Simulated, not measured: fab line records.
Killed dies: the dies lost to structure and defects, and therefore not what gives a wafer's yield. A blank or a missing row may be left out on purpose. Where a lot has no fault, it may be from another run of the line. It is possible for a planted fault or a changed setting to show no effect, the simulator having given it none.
Which tool is to blame? + flow nandHarc + Sampling: 6 lots, 18 wafers, 3 of 1159 route steps

WHAT EACH GAUGE READ, for each wafer
NHARC_A_CHANNEL_HOLE_D1_INSPECT_40.
| lot  | measured     | on               | rawDefectCount |
|------|--------------|------------------|----------------|
| L880 | day 8 22:34  | defectInspect-02 | 53 71 95       |
| L882 | day 9 15:46  | defectInspect-02 | 61 44 40       |
| L892 | day 11 15:52 | defectInspect-01 | 84 73 921      |
| L894 | day 12 08:43 | defectInspect-02 | 58 63 58       |
| L899 | day 13 05:13 | defectInspect-02 | 78 89 69       |
| L902 | day 14 15:43 | defectInspect-02 | 77 65 38       |

WHAT TOOL EACH LOT RAN ON (gives the tool, then ch and the chambers of the sampled wafers, and finally the start)
| lot  | NHARC_A_CHANNEL_HOLE_D1_DESCUM_15 | NHARC_A_CHANNEL_HOLE_D1_STRIP_42  |
|------|-----------------------------------|-----------------------------------|
| L880 | rieDiel-09 ch 0,3, day 8 15:14    | rieDiel-06 ch 1,2, day 8 21:28    |
| L882 | rieDiel-06 ch 1,2,3, day 9 08:23  | rieDiel-09 ch 0,1, day 9 14:15    |
| L892 | rieDiel-09 ch 0,3, day 11 08:57   | rieDiel-05 ch 0,2,3, day 11 14:46 |
| L894 | rieDiel-09 ch 1,3, day 12 01:49   | rieDiel-06 ch 0,3, day 12 07:36   |
| L899 | rieDiel-05 ch 0,3, day 12 22:19   | rieDiel-09 ch 0,3, day 13 04:05   |
| L902 | rieDiel-09 ch 0,1,2, day 14 04:23 | rieDiel-09 ch 1,3, day 14 14:35   |
- NHARC_A_CHANNEL_HOLE_D1_DESCUM_15: chemistry O2, time 3 s.
- NHARC_A_CHANNEL_HOLE_D1_STRIP_42: strips in CF4/CHF3.

THE ANSWER, worked out from the rows above alone
Rule: usual is defined by the lots themselves. The widest of any qualifying gaps counts: lots, ordered by their means at a reading, are off when they make up no more than a third of the lots, leave a main group of 4 or more, and stand apart from it by 3 or more times the standard deviation of that group's means. The tables above print the reading to a certain number of digits; a main group whose means all agree to those digits is not used. Also off: a lot with no number at a reading for which 4 or more lots have one. The other lots that the step has rows for count as sound.
Off at NHARC_A_CHANNEL_HOLE_D1_INSPECT_40 (rawDefectCount): L892. Main group: mean 64, sd 11.
A tool fits if, at a process step before that reading, it ran every lot that is off, and no sound lot after the first of them. The gauges at NHARC_A_CHANNEL_HOLE_D1_INSPECT_40 are tried like those tools. Undecided on this evidence; 2 tools fit (rieDiel-05 at NHARC_A_CHANNEL_HOLE_D1_STRIP_42, defectInspect-01 at NHARC_A_CHANNEL_HOLE_D1_INSPECT_40).

WHAT WAS PUT IN BY THE SIMULATOR
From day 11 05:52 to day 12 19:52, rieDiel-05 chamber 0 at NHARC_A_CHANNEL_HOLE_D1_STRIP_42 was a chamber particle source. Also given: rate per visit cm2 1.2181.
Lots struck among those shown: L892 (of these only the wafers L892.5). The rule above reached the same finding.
